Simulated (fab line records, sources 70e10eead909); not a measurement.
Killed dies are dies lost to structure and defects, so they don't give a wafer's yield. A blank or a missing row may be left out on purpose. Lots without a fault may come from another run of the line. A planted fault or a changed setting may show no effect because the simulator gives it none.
Which tool did it? | flow nand_harc | 7 lots, 21 wafers sampled, at 3 steps of a route of 1302

WHAT THE GAUGES READ, wafer by wafer
NHARC_P_M0_CD_MEAS_09: target cd 90 nm.
lot  | measured     | on        | cd_nm (nm)
L521 | day 6 15:07  | cd_sem-03 | 90.6 90.8 90.2
L523 | day 7 08:55  | cd_sem-02 | 89.3 90.1 90.1
L526 | day 8 13:43  | cd_sem-01 | 89.8 89.7 89.6
L530 | day 9 22:05  | cd_sem-01 | 89.6 89.6 90.2
L531 | day 10 15:07 | cd_sem-03 | 89.8 90.7 90.3
L536 | day 12 17:28 | cd_sem-02 | 61.4 61.4 60.8
L543 | day 15 19:02 | cd_sem-03 | 89.5 88.7 89.1

WHICH TOOL RAN EACH LOT (tool, then ch and the chambers of the sampled wafers, then the start)
lot  | NHARC_P_CONTACT_DESCUM_17          | NHARC_P_M0_EXPOSE_06
L521 | rie_diel-05 ch 2,3, day 6 11:11    | arfi_scanner-03 ch 0, day 6 14:59
L523 | rie_diel-05 ch 0,2,3, day 7 04:55  | arfi_scanner-01 ch 0, day 7 08:46
L526 | rie_diel-05 ch 0,2,3, day 8 09:43  | arfi_scanner-03 ch 0, day 8 13:35
L530 | rie_diel-03 ch 2,3, day 9 17:58    | arfi_scanner-01 ch 0, day 9 21:56
L531 | rie_diel-03 ch 0,1,2, day 10 11:04 | arfi_scanner-03 ch 0, day 10 14:58
L536 | rie_diel-05 ch 1,2,3, day 12 13:30 | arfi_scanner-02 ch 0, day 12 17:20
L543 | rie_diel-03 ch 0,3, day 15 14:59   | arfi_scanner-01 ch 0, day 15 18:53
- NHARC_P_CONTACT_DESCUM_17: chemistry O2, time 3 s.
- NHARC_P_M0_EXPOSE_06: exposes mask P M0, target cd 90 nm.

THE ANSWER, worked out from the rows above alone
Rule: what is usual is taken from the lots themselves. Put in order of their means at a reading, lots are off if they are a third of the lots or fewer, leave a main group of 4 or more, and stand apart from it by a gap of 3 or more times the standard deviation of the main group's means; of several such gaps the widest counts. A main group whose means are all the same, to the digits that the tables above print for the reading, isn't used. A lot without any number at a reading at which 4 lots or more have one is off too. The other lots that the step has rows for count as sound.
Off: L536, at NHARC_P_M0_CD_MEAS_09 (cd_nm). The main group: mean 89.9 nm, standard deviation 0.45.
A tool fits if, at a process step before that reading, it ran every lot that is off, and no sound lot after the first of them. The gauges at NHARC_P_M0_CD_MEAS_09 are tried like those tools. Can't be told from this: 3 tools fit, rie_diel-05 at NHARC_P_CONTACT_DESCUM_17, arfi_scanner-02 at NHARC_P_M0_EXPOSE_06, cd_sem-02 at NHARC_P_M0_CD_MEAS_09.

WHAT THE SIMULATOR HAD PUT IN
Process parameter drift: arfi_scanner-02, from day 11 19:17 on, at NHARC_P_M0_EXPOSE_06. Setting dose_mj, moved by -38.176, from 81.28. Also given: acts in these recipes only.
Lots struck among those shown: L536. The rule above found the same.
